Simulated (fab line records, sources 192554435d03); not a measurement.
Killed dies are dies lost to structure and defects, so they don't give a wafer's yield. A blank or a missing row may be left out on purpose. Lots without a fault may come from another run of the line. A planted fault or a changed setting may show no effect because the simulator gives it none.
Which tool did it? | flow n5_finfet | 12 lots, 36 wafers sampled, at 1 step of a route of 1938

WHAT THE GAUGES READ, wafer by wafer
N5_BEOL_M7_THK_MEAS_01.
lot  | measured     | on            | M7_ILD_THK (nm)
L074 | day 9 12:20  | film_metro-01 | 152.0 153.7 154.6
L077 | day 9 21:43  | film_metro-01 | 151.5 152.4 153.7
L079 | day 10 00:36 | film_metro-02 | 150.8 152.1 155.1
L081 | day 10 19:34 | film_metro-01 | 153.6 155.3 157.9
L083 | day 11 15:25 | film_metro-02 | 154.2 154.0 156.8
L085 | day 11 23:58 | film_metro-02 | 155.5 158.2 158.2
L088 | day 12 11:17 | film_metro-01 | 155.1 155.2 156.1
L086 | day 12 15:01 | film_metro-01 | 152.8 155.0 154.4
L092 | day 13 14:56 | film_metro-01 | 154.9 155.0 156.4
L093 | day 13 18:12 | film_metro-01 | 153.7 155.1 156.1
L094 | day 14 04:36 | film_metro-01 | 151.6 150.6 155.0
L097 | day 14 16:02 | film_metro-01 | 154.9 153.9 155.6

WHICH TOOL RAN EACH LOT (tool, then ch and the chambers of the sampled wafers, then the start)
The record holds no process step before these readings.

THE ANSWER, worked out from the rows above alone
Rule: what is usual is taken from the lots themselves. Put in order of their means at a reading, lots are off if they are a third of the lots or fewer, leave a main group of 4 or more, and stand apart from it by a gap of 3 or more times the standard deviation of the main group's means; of several such gaps the widest counts. A main group whose means are all the same, to the digits that the tables above print for the reading, isn't used. A lot without any number at a reading at which 4 lots or more have one is off too. The other lots that the step has rows for count as sound.
No lot is off at any reading shown: from this, nothing can be told.

WHAT THE SIMULATOR HAD PUT IN
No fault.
